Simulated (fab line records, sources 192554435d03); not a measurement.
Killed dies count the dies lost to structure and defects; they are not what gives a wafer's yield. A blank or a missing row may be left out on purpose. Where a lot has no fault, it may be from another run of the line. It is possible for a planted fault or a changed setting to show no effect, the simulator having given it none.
The tool behind it: which one? | flow n5-finfet | 10 lots, 29 wafers sampled, at 6 steps of a route of 1938

== WHAT THE GAUGES READ, wafer by wafer ==
N5_BEOL_M5_CD_MEAS_11: target cd 27.74 nm.
lot  | measured     | on        | cd-nm (nm)
L192 | day 10 07:38 | cd-sem-03 | 28.6 28.0 27.7
L193 | day 10 11:04 | cd-sem-01 | 27.8 28.0
L194 | day 10 16:44 | cd-sem-01 | 27.6 27.8 27.8
L196 | day 11 00:50 | cd-sem-02 | 28.4 27.7 28.3
L199 | day 11 14:31 | cd-sem-02 | 28.2 27.8 27.5
L198 | day 11 20:59 | cd-sem-03 | 27.9 28.0 28.4
L197 | day 12 01:47 | cd-sem-03 | 27.8 28.2 28.3
L202 | day 12 15:45 | cd-sem-03 | 28.2 28.0 28.2
L211 | day 14 22:59 | cd-sem-03 | 26.5 26.8 28.0
L213 | day 15 06:07 | cd-sem-03 | 27.9 28.0 27.1

N5_BEOL_M5_CD_MEAS_35: target cd 28 nm, target cd y 24 nm.
lot  | measured     | on        | cd-nm (nm)
L192 | day 10 10:59 | cd-sem-01 | 28.6 27.6 27.9
L193 | day 10 16:31 | cd-sem-02 | 28.0 27.6
L194 | day 10 19:56 | cd-sem-02 | 27.7 27.8 27.8
L196 | day 11 06:02 | cd-sem-03 | 27.7 28.3 27.8
L199 | day 11 16:20 | cd-sem-01 | 28.5 27.6 27.5
L198 | day 11 22:53 | cd-sem-01 | 28.1 27.9 28.2
L197 | day 12 03:59 | cd-sem-03 | 28.3 28.3 28.2
L202 | day 12 18:49 | cd-sem-03 | 27.6 27.5 27.5
L211 | day 15 01:52 | cd-sem-02 | 26.6 26.3 27.6
L213 | day 15 09:07 | cd-sem-02 | 27.2 27.7 27.7

== WHAT TOOL EACH LOT RAN ON (gives the tool, then ch and the chambers of the sampled wafers, and finally the start) ==
lot  | N5_BEOL_M4_SPUTTER_88        | N5_BEOL_M4_SPUTTER_90        | N5_BEOL_M5_EXPOSE_08              | N5_BEOL_M5_DESCUM_16
L192 | pvd-sputter-03, day 9 23:39  | pvd-sputter-03, day 9 23:52  | euv-scanner-02 ch 0, day 10 07:31 | rie-diel-02 ch 0,1,3, day 10 07:52
L193 | pvd-sputter-03, day 10 05:56 | pvd-sputter-03, day 10 06:09 | euv-scanner-01 ch 0, day 10 10:57 | rie-diel-02 ch 0, day 10 11:17
L194 | pvd-sputter-03, day 10 09:20 | pvd-sputter-03, day 10 09:33 | euv-scanner-02 ch 0, day 10 16:37 | rie-diel-02 ch 0,1,2, day 10 16:58
L196 | pvd-sputter-03, day 10 18:37 | pvd-sputter-03, day 10 18:50 | euv-scanner-02 ch 0, day 11 00:43 | rie-diel-02 ch 0,1,3, day 11 00:58
L199 | pvd-sputter-01, day 11 08:31 | pvd-sputter-01, day 11 08:44 | euv-scanner-02 ch 0, day 11 14:24 | rie-diel-02 ch 1,2,3, day 11 14:38
L198 | pvd-sputter-02, day 11 14:38 | pvd-sputter-02, day 11 14:52 | euv-scanner-01 ch 0, day 11 20:52 | rie-diel-03 ch 0,2,3, day 11 21:07
L197 | pvd-sputter-01, day 11 19:38 | pvd-sputter-01, day 11 19:51 | euv-scanner-01 ch 0, day 12 01:39 | rie-diel-06 ch 0,2, day 12 02:22
L202 | pvd-sputter-02, day 12 09:43 | pvd-sputter-02, day 12 09:56 | euv-scanner-01 ch 0, day 12 15:38 | rie-diel-02 ch 0,2,3, day 12 15:56
L211 | pvd-sputter-02, day 14 17:18 | pvd-sputter-02, day 14 17:31 | euv-scanner-02 ch 0, day 14 22:52 | rie-diel-03 ch 0,3, day 14 23:06
L213 | pvd-sputter-03, day 15 01:12 | pvd-sputter-03, day 15 01:25 | euv-scanner-01 ch 0, day 15 05:59 | rie-diel-02 ch 1,2,3, day 15 06:29
- N5_BEOL_M4_SPUTTER_88: material Cu, target thk 4.5 nm, time 8.29 s.
- N5_BEOL_M4_SPUTTER_90: material Cu, target thk 4.5 nm, time 8.29 s.
- N5_BEOL_M5_EXPOSE_08: exposes mask M5, target cd 28 nm.
- N5_BEOL_M5_DESCUM_16: chemistry O2, time 7 s.

== AS READ BY THE TOOLS THEMSELVES (means over the sampled wafers that have a number; for cases with no such wafer, the mark the record gives instead) ==
N5_BEOL_M4_SPUTTER_88.
lot  | tool           | substrate-temp-c (C) | throttle-valve-pct (%)
L192 | pvd-sputter-03 | -19.98               | 29.5
L193 | pvd-sputter-03 | -20.04               | 30.1
L194 | pvd-sputter-03 | -20.02               | 28.9
L196 | pvd-sputter-03 | -19.96               | 29.0
L199 | pvd-sputter-01 | -20.02               | 29.3
L198 | pvd-sputter-02 | -19.96               | 29.3
L197 | pvd-sputter-01 | -20.01               | 29.4
L202 | pvd-sputter-02 | -19.89               | 29.3
L211 | pvd-sputter-02 | -19.99               | 29.5
L213 | pvd-sputter-03 | -20.08               | 29.9

N5_BEOL_M4_SPUTTER_90.
lot  | tool           | substrate-temp-c (C) | throttle-valve-pct (%)
L192 | pvd-sputter-03 | -19.99               | 29.5
L193 | pvd-sputter-03 | -19.95               | 30.1
L194 | pvd-sputter-03 | -20.08               | 29.0
L196 | pvd-sputter-03 | -20.05               | 29.0
L199 | pvd-sputter-01 | -19.99               | 29.3
L198 | pvd-sputter-02 | -20.02               | 29.3
L197 | pvd-sputter-01 | -19.97               | 29.3
L202 | pvd-sputter-02 | -19.99               | 29.3
L211 | pvd-sputter-02 | -19.95               | 29.7
L213 | pvd-sputter-03 | -19.94               | 30.0

N5_BEOL_M5_DESCUM_16.
lot  | tool        | drypump-motor-current-A (A) | oes-product-au (a.u.) | rf-vpp-V (V) | showerhead-plenum-p-Torr (Torr) | throttle-valve-pct (%)
L192 | rie-diel-02 | 5.6                         | 0.79                  | 243.3        | 2.06                            | 20.29
L193 | rie-diel-02 | 5.5                         | 0.80                  | 241.2        | 2.02                            | 20.29
L194 | rie-diel-02 | 5.5                         | 0.78                  | 243.4        | 2.10                            | 20.32
L196 | rie-diel-02 | 5.5                         | 0.79                  | 242.8        | 2.06                            | 20.28
L199 | rie-diel-02 | 5.5                         | 0.76                  | 243.7        | 2.08                            | 20.36
L198 | rie-diel-03 | 5.4                         | 0.75                  | 243.8        | 2.16                            | 20.66
L197 | rie-diel-06 | 5.7                         | 0.82                  | 241.2        | 1.99                            | 20.52
L202 | rie-diel-02 | 5.6                         | 0.74                  | 242.1        | 2.02                            | 20.41
L211 | rie-diel-03 | 5.6                         | 0.79                  | 243.3        | 2.13                            | 20.56
L213 | rie-diel-02 | 5.5                         | 0.74                  | 242.3        | 2.07                            | 20.41

== THE ANSWER, worked out from the rows above alone ==
Rule: the lots themselves supply what counts as usual. The widest of any qualifying gaps counts: lots, ordered by their means at a reading, are off when they make up no more than a third of the lots, leave a main group of 4 or more, and stand apart from it by 3 or more times the standard deviation of that group's means. If all means in a main group match to the digits the tables above print for the reading, that group is not used. Also off: a lot with no number at a reading for which 4 or more lots have one. Any other lot the step has rows for is counted as sound. Order of review: gauges by route order, followed by the tools' own readings, for which a lot's mean as printed above is used. The first step at which some lot is off is used, and at that step the reading that is off furthest; a lot without a number counts as furthest.
Off at N5_BEOL_M5_CD_MEAS_11 (cd-nm): L211. Mean 28.0 nm and standard deviation 0.17 in the main group.
If a tool, at a process step before that reading, ran all the lots that are off and no sound lot after the first of them, it fits. The gauges at N5_BEOL_M5_CD_MEAS_11 aren't tried: what is off there is off at N5_BEOL_M5_CD_MEAS_35 too, on other tools, and a gauge's error can't cause that. 2 tools fit, pvd-sputter-02 at N5_BEOL_M4_SPUTTER_88 and N5_BEOL_M4_SPUTTER_90 and euv-scanner-02 at N5_BEOL_M5_EXPOSE_08, so this cannot tell which one it is.

== WHAT WAS PUT IN BY THE SIMULATOR ==
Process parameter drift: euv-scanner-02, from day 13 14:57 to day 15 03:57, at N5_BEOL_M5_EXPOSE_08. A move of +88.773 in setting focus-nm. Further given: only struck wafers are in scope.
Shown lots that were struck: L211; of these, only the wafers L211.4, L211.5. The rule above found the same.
